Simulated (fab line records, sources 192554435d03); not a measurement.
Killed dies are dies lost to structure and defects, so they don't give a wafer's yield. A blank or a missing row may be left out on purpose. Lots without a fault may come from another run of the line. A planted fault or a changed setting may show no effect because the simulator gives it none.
Which tool did it? | flow n5_finfet | 11 lots, 33 wafers sampled, at 5 steps of a route of 1938

WHAT THE GAUGES READ, wafer by wafer
The record holds no reading of a measuring or inspecting step that can be judged against a usual standard deviation.

WHICH TOOL RAN EACH LOT (tool, then ch and the chambers of the sampled wafers, then the start)
lot  | N5_BEOL_M9_TRENCH_ETCH_37                     | N5_BEOL_M9_PRE_CLEAN_45      | N5_BEOL_M9_CVD_78                | N5_BEOL_M9_DEP_56               | N5_PASSIVATION_PROBE_49
L120 | rie_diel-01 ch 1,2,3, day 9 20:16 or earlier  | pvd_sputter-02, day 9 20:16  | cvd_co-01 ch 1,2, day 9 20:43    | pecvd-02 ch 0,1, day 10 00:50   | prober-02, day 12 06:06
L118 | rie_diel-01 ch 1,2,3, day 9 22:31 or earlier  | pvd_sputter-03, day 9 22:31  | cvd_co-02 ch 0,1, day 9 22:55    | pecvd-04 ch 0,2, day 10 03:49   | -
L121 | rie_diel-06 ch 1,3, day 10 13:07 or earlier   | pvd_sputter-01, day 10 13:07 | cvd_co-01 ch 0,1,2, day 10 13:43 | pecvd-03 ch 0,1, day 10 14:58   | prober-01, day 13 06:06
L122 | rie_diel-03 ch 0,1,3, day 10 19:13 or earlier | pvd_sputter-01, day 10 19:13 | cvd_co-02 ch 1,2, day 10 19:44   | pecvd-04 ch 0,2, day 10 21:17   | -
L125 | rie_diel-06 ch 0,1,3, day 11 17:51 or earlier | pvd_sputter-02, day 11 17:51 | cvd_co-02 ch 1,2, day 11 18:17   | pecvd-03 ch 1,2, day 11 20:23   | prober-01, day 14 08:24
L127 | rie_diel-01 ch 0,1, day 11 21:56 or earlier   | pvd_sputter-01, day 11 21:56 | cvd_co-02 ch 0,1, day 11 22:26   | pecvd-04 ch 1,2, day 11 23:32   | -
L124 | rie_diel-01 ch 1,2,3, day 12 00:24 or earlier | pvd_sputter-02, day 12 00:24 | cvd_co-02 ch 0,1,2, day 12 01:08 | pecvd-04 ch 1,2, day 12 02:43   | -
L130 | rie_diel-06 ch 0,2,3, day 13 08:50 or earlier | pvd_sputter-01, day 13 08:50 | cvd_co-01 ch 0,1,2, day 13 09:50 | pecvd-03 ch 0,1,2, day 13 10:57 | prober-01, day 15 15:34
L131 | rie_diel-03 ch 1,2,3, day 13 11:29 or earlier | pvd_sputter-02, day 13 11:29 | cvd_co-02 ch 0,2, day 13 12:13   | pecvd-03 ch 0,1, day 13 14:35   | -
L136 | rie_diel-03 ch 1,2,3, day 14 10:34 or earlier | pvd_sputter-03, day 14 10:34 | cvd_co-02 ch 0,1,2, day 14 11:16 | pecvd-03 ch 0,2, day 14 12:43   | -
L138 | rie_diel-06 ch 0,1,3, day 14 14:55 or earlier | pvd_sputter-03, day 14 14:55 | cvd_co-02 ch 0,2, day 14 15:19   | pecvd-03 ch 0,1,2, day 14 16:31 | prober-02, day 16 23:59
- N5_BEOL_M9_TRENCH_ETCH_37: etches SiCOH lowk in C4F6/O2, target depth 151.43 nm, time 49 s.
- N5_BEOL_M9_PRE_CLEAN_45: time 30 s.
- N5_BEOL_M9_CVD_78: deposits Co from CCTBA/H2, target thk 2 nm, time 138.9 s.
- N5_BEOL_M9_DEP_56: deposits SiCN from 3MS/NH3, target thk 15 nm, time 26.5 s.
- N5_PASSIVATION_PROBE_49

WHAT THE TOOLS THEMSELVES READ (means of the sampled wafers that have a number; where no wafer has one, the mark that the record gives instead)
N5_BEOL_M9_TRENCH_ETCH_37.
lot  | tool        | drypump_motor_current_A (A) | mfc_ar_sccm (sccm) | oes_product_au (a.u.) | rf_vpp_V (V) | showerhead_plenum_p_Torr (Torr) | throttle_valve_pct (%)
L120 | rie_diel-01 | 6.2                         | 299.4              | 0.85                  | 657          | 2.80                            | 20.89
L118 | rie_diel-01 | 6.2                         | 299.0              | 0.84                  | 657          | 2.80                            | 20.88
L121 | rie_diel-06 | 5.1                         | 300.7              | 0.73                  | 668          | 2.72                            | 20.98
L122 | rie_diel-03 | 5.5                         | 300.2              | 0.76                  | 676          | 2.78                            | 21.09
L125 | rie_diel-06 | 5.5                         | 299.8              | 0.76                  | 659          | 2.74                            | 20.90
L127 | rie_diel-01 | 6.0                         | 300.1              | 0.86                  | 647          | 2.77                            | 20.81
L124 | rie_diel-01 | 6.2                         | 299.9              | 0.81                  | 657          | 2.79                            | 20.90
L130 | rie_diel-06 | 5.7                         | 299.8              | 0.75                  | 656          | 2.77                            | 21.00
L131 | rie_diel-03 | 5.4                         | 299.8              | 0.77                  | 664          | 2.77                            | 21.20
L136 | rie_diel-03 | 5.4                         | 299.8              | 0.76                  | 664          | 2.77                            | 21.22
L138 | rie_diel-06 | 5.5                         | 299.8              | 0.73                  | 660          | 2.73                            | 20.93

N5_BEOL_M9_PRE_CLEAN_45.
lot  | tool           | heater_power_w (W)
L120 | pvd_sputter-02 | 330
L118 | pvd_sputter-03 | 341
L121 | pvd_sputter-01 | 327
L122 | pvd_sputter-01 | 335
L125 | pvd_sputter-02 | 346
L127 | pvd_sputter-01 | 327
L124 | pvd_sputter-02 | 318
L130 | pvd_sputter-01 | 334
L131 | pvd_sputter-02 | 330
L136 | pvd_sputter-03 | 319
L138 | pvd_sputter-03 | 343

N5_BEOL_M9_CVD_78.
lot  | tool      | chamber_pressure_Torr (Torr) | run_length_s (s)
L120 | cvd_co-01 | 29.95                        | 161.8
L118 | cvd_co-02 | 29.93                        | 161.3
L121 | cvd_co-01 | 30.05                        | 161.7
L122 | cvd_co-02 | 29.92                        | 162.3
L125 | cvd_co-02 | 30.01                        | 161.8
L127 | cvd_co-02 | 29.92                        | 161.4
L124 | cvd_co-02 | 30.01                        | 161.6
L130 | cvd_co-01 | 30.05                        | 161.8
L131 | cvd_co-02 | 29.93                        | 162.1
L136 | cvd_co-02 | 30.03                        | 192.1
L138 | cvd_co-02 | 29.95                        | 222.9

N5_BEOL_M9_DEP_56.
lot  | tool     | chamber_pressure_Torr (Torr) | showerhead_plenum_p_Torr (Torr) | throttle_valve_pct (%)
L120 | pecvd-02 | 2.998                        | 3.662                           | 8.9
L118 | pecvd-04 | 2.997                        | 3.672                           | 8.9
L121 | pecvd-03 | 2.997                        | 3.680                           | 9.0
L122 | pecvd-04 | 2.997                        | 3.669                           | 9.1
L125 | pecvd-03 | 2.997                        | 3.666                           | 9.2
L127 | pecvd-04 | 2.995                        | 3.661                           | 9.3
L124 | pecvd-04 | 2.998                        | 3.668                           | 9.1
L130 | pecvd-03 | 3.002                        | 3.665                           | 9.1
L131 | pecvd-03 | 2.995                        | 3.686                           | 9.2
L136 | pecvd-03 | 3.005                        | 3.657                           | 9.0
L138 | pecvd-03 | 2.999                        | 3.671                           | 9.1

N5_PASSIVATION_PROBE_49.
lot  | tool      | defect_limited_yield (%) | killed_at_M0_to_M3 | killed_at_M4_up | killed_at_contacts | killed_at_front_end | killed_at_other | killed_dies | killed_open | killed_short | sort_bin_5_function (%) | sort_bin_6_memory (%) | sort_bin_8_speed (%) | sort_n_pass | sort_yield_pct (%)
L120 | prober-02 | 90.3                     | 39                 | 15              | 12                 | 46                  | 2               | 114         | 75          | 38           | 5.4                     | 3.9                   | 0.00                 | 1066        | 90.3
L121 | prober-01 | 91.4                     | 31                 | 15              | 12                 | 38                  | 5               | 102         | 70          | 30           | 5.0                     | 3.3                   | 0.00                 | 1078        | 91.4
L125 | prober-01 | 89.9                     | 38                 | 14              | 15                 | 49                  | 5               | 120         | 80          | 38           | 6.2                     | 3.6                   | 0.00                 | 1060        | 89.9
L130 | prober-01 | 91.5                     | 36                 | 9               | 10                 | 43                  | 2               | 100         | 66          | 34           | 4.6                     | 3.4                   | 0.00                 | 1080        | 91.5
L138 | prober-02 | 90.2                     | 46                 | 9               | 14                 | 42                  | 5               | 116         | 75          | 37           | 6.0                     | 3.2                   | 0.00                 | 1064        | 90.2

THE ANSWER, worked out from the rows above alone
Rule: what is usual is taken from the lots themselves. Put in order of their means at a reading, lots are off if they are a third of the lots or fewer, leave a main group of 4 or more, and stand apart from it by a gap of 3 or more times the standard deviation of the main group's means; of several such gaps the widest counts. A main group whose means are all the same, to the digits that the tables above print for the reading, isn't used. A lot without any number at a reading at which 4 lots or more have one is off too. The other lots that the step has rows for count as sound. The gauges are gone through in route order, then the tools' own readings, and for those a lot's mean is taken as printed above. The first step at which some lot is off is used, and at that step the reading that is off furthest; a lot without a number counts as furthest.
Off: L136, L138, at N5_BEOL_M9_CVD_78 (run_length_s). The main group: mean 161.8 s, standard deviation 0.29.
A tool fits if, at that step or a process step before it, it ran every lot that is off, and no sound lot after the first of them. N5_BEOL_M9_TRENCH_ETCH_37 gives no start for some lots, so the hours and the order of its lots are those of N5_BEOL_M9_PRE_CLEAN_45. Can't be told from this: 2 tools fit, pvd_sputter-03 at N5_BEOL_M9_PRE_CLEAN_45, cvd_co-02 at N5_BEOL_M9_CVD_78.

WHAT THE SIMULATOR HAD PUT IN
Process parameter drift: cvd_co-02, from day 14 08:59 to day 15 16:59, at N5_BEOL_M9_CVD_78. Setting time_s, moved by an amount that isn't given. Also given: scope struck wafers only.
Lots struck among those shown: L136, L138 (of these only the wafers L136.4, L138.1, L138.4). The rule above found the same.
